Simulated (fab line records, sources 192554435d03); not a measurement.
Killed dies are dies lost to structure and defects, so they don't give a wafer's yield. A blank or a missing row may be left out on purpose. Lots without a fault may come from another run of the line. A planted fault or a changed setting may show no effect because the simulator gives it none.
Chamber matching | flow n5_finfet | N5_BEOL_M10_ETCH_61 on rie_diel-06: 4 sister chambers
The step etches SiARC in CF4, target depth 39 nm, time 65 s. 4 wafers are shown with their chamber, then 9 later ones without.

WAFERS WITH THEIR CHAMBER
wafer  | chamber | drypump_motor_current_A (A)
L090.6 | 2       | 5.4
L091.2 | 0       | 5.3
L091.3 | 1       | 6.4
L091.4 | 3       | 4.8

WAFERS WITHOUT THEIR CHAMBER
wafer  | drypump_motor_current_A (A)
L092.2 | 4.8
L092.4 | 5.3
L092.6 | 6.5
L095.1 | 5.3
L095.2 | 6.5
L095.4 | 4.8
L097.1 | 5.4
L097.4 | 4.8
L097.5 | 5.4

WHICH CHAMBER EACH WENT THROUGH
wafer  | from the rows above | in truth
L092.2 | 3                   | 3
L092.4 | 0                   | 0
L092.6 | 1                   | 1
L095.1 | 0                   | 0
L095.2 | 1                   | 1
L095.4 | 3                   | 3
L097.1 | 2                   | 2
L097.4 | 3                   | 3
L097.5 | 2                   | 2
Placed correctly: 9 of 9. Can't be placed from these rows: 0. Placed wrongly: 0.
How it was worked out, from the rows above alone: a wafer's distance from a chamber is the root of the sum, over the readings, of the square of ((its reading less the chamber's mean) divided by the reading's scatter). The wafer belongs to the nearest chamber; if the next one is less than 2 further off, it can't be placed. A chamber's mean is the mean of its shown wafers. The scatter: with one shown wafer a chamber, the root of the mean of the squares of how far each hidden wafer lies from its nearest shown one.
